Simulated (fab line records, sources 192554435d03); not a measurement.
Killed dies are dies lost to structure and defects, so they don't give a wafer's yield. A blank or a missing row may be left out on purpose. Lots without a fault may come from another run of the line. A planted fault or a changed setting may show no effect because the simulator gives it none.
A struck lot beside a sound one | flow n5_finfet | 36 steps out of a route of 1938
Sound: wafers L126.4, L126.5, L126.6. Struck: wafers L135.1, L135.6. (L135.3 of the same lot was not struck and is left out.) The cause comes at the end.
At each step with rows: each side's tool, then ch and its chambers, then its first start. Under that, the readings that differ: sound wafers | struck wafers | difference of the means | sigmas: that difference in standard deviations of wafers without a fault.
alike: readings whose means differ by less than 2 such deviations, and words and numbers that are the same on both sides. not compared: withheld readings, readings that some wafer has no value for, bounds like >300 that may hide the same value, and numbers for which the record gives no deviation and whose values overlap.
The two part at a step that has a row with sigmas, a row that says differs or no value, or rows on one side only. Numbers that don't overlap but have no deviation are shown without sigmas and don't part them. A reading that every wafer of one side lacks parts them only if that side has two wafers or more.

first, 9 steps without rows for these wafers: N5_SD_EPI_N_DEVELOP_08 (develop time 30 s); N5_SD_EPI_N_DESCUM_14 (chemistry O2, time 7.9 s); N5_SD_EPI_N_ETCH_34 (etches SiARC in CF4, target depth 45.5 nm, time 75.8 s); N5_SD_EPI_N_ETCH_35 (etches SOC in N2/H2, overetch 108 nm, time 486 s); N5_SD_EPI_N_STRIP_36 (strips in N2/H2); N5_SD_EPI_N_ETCHBACK_44 (etches SiNx in CH3F/O2, stops on SiO2, target depth 14.5 nm); N5_SD_EPI_N_ETCH_45 (etches SiOCN in CH3F/O2, target depth 6 nm); N5_SD_EPI_N_ETCH_16 (etches SiO2 in CHF3/O2, target depth 5 nm); N5_SD_EPI_N_STRIP_47 (strips in CHF3/O2).
N5_SD_EPI_N_SD_RECESS_17: chemistry HBr/Cl2/O2, target depth 41 nm, time 23.7 s, bt time 3 s.
  sound on rie_si-03 ch 0,1,2, day 4 01:13; struck on rie_si-06 ch 0, day 6 09:39
  reading                                 | sound             | struck      | difference | sigmas
  throttle_valve_pct (%)                  | 36.6 36.6 36.3    | 37.7 37.7   | +1.2       | +2
  model.Si_of_WELL_APT_EPI_41.thk_nm (nm) | 9 9 8.2           | 19.6 19.8   | +11.0      |
  model.SD_EPI_N.feature_depth_nm (nm)    | 40.2 41.4 42      | 30.4 30.4   | -10.8      |
  model.etch.depth_nm (nm)                | 40.13 41.33 41.96 | 30.33 30.35 | -10.80     |
  alike: drypump_motor_current_A, oes_product_au
  not compared: rf_hours_counter_h
then, 2 steps without rows for these wafers: N5_SD_EPI_N_STRIP_38 (strips in N2/H2); N5_SD_EPI_N_WET_ETCH_43 (etches SiO2 in dHF, time 14 s, target depth 1.5 nm).
N5_SD_EPI_N_STRIP_18: strips in SPM, time 750 s.
  sound on wet_bench-03 ch 2,4,5, day 4 01:24; struck on wet_bench-02 ch 0,3, day 6 09:50
  reading                                 | sound       | struck    | difference | sigmas
  model.Si_of_WELL_APT_EPI_41.thk_nm (nm) | 8.6 8.6 7.8 | 19.4 19.4 | +11.1      |
  alike: bath_heat_duty_pct
then, 21 steps without rows for these wafers: N5_SD_EPI_N_SRD_20 (time 30 s); N5_SD_EPI_N_PRECLEAN_48 (cleans in NF3:NH3, afs cycles 2, time 20 s, sublimation time 60 s); N5_SD_EPI_N_VAPOR_ETCH_50 (etches Si in HCl, time 54 s); N5_SD_EPI_N_EPI_21 (deposits Si:P, time 690 s); N5_SD_EPI_N_PRECLEAN_24 (cleans in O3/DIW, time 60 s); N5_SD_EPI_N_SRD_25 (time 30 s); N5_SD_EPI_N_PRECLEAN_49 (cleans in NF3:NH3, afs cycles 1, time 20 s, sublimation time 60 s); N5_SD_EPI_N_LINER_46 (material SiNx, target thk 3 nm); N5_SD_EPI_P_COAT_34 (time 60 s, resist thk 350 nm); N5_SD_EPI_P_COAT_35 (time 60 s, resist thk 35 nm); N5_SD_EPI_P_COAT_03 (resist thk 150 nm); N5_SD_EPI_P_EBR_05; N5_SD_EPI_P_SOFTBAKE_04 (time 60 s); N5_SD_EPI_P_EXPOSE_06 (exposes mask SD P BLK, target cd 240 nm); N5_SD_EPI_P_PEB_07 (peb time 60 s); N5_SD_EPI_P_DEVELOP_08 (develop time 30 s); N5_SD_EPI_P_DESCUM_14 (chemistry O2, time 7.9 s); N5_SD_EPI_P_ETCH_36 (etches SiARC in CF4, target depth 45.5 nm, time 75.8 s); N5_SD_EPI_P_ETCH_37 (etches SOC in N2/H2, overetch 108 nm, time 486 s); N5_SD_EPI_P_STRIP_38 (strips in N2/H2); N5_SD_EPI_P_ETCHBACK_46 (etches SiNx in CH3F/O2, stops on SiO2, target depth 17.5 nm).
-- the record jumps here: 5 days lie between the struck wafers' starts before and after (it left off in module SD_EPI_P and takes up again in module BEOL_M4, whose first step shown is number 1111 of the route) --
N5_BEOL_M4_RC_MEAS_101:
  sound on prober-02 ch 0, day 9 01:14; struck on prober-02 ch 0, day 11 04:59
  reading             | sound                      | struck            | difference | sigmas
  CJ_N                | 4.26 4.39 4.45             | 2.75 2.77         | -1.61      | -18
  DIBL_N (mV/V)       | 37.5 34.5 38.8             | 32.0 32.2         | -4.8       | -3
  IOFF_N (nA/um)      | 0.21 0.14 0.23             | 0.11 0.10         | -0.09      | -3
  IOFF_N_LONG (nA/um) | 5.25e-05 5.33e-05 5.29e-05 | 4.73e-05 4.69e-05 | -5.80e-06  | -2
  ION_N (uA/um)       | 686 670 691                | 601 591           | -86        | -7
  REXT_N (ohm.um)     | 74.5 74.2 73.3             | 83.7 82.4         | +9.1       | +6
  SS_P (mV/dec)       | 74.1 73.3 75.2             | 72.9 72.6         | -1.5       | -2
  VT_N (mV)           | 245 252 243                | 257 255           | +9         | +3
  alike: DIBL_P, IOFF_P, ION_P, SS_N, VT_P
-- the record jumps here: 4 days lie between the struck wafers' starts before and after (it left off in module BEOL_M4 and takes up again in module PASSIVATION, whose first step shown is number 1936 of the route) --
N5_PASSIVATION_PROBE_49:
  the record has rows for the struck wafers here (prober-01, day 15 06:58) and none for the sound ones

WHERE THEY PART
First at N5_SD_EPI_N_SD_RECESS_17; last, within this record, at N5_PASSIVATION_PROBE_49.

WHY: what the simulator had put in
Process parameter drift: rie_si-06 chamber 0, from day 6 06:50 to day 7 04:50, at N5_SD_EPI_N_SD_RECESS_17. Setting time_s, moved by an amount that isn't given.
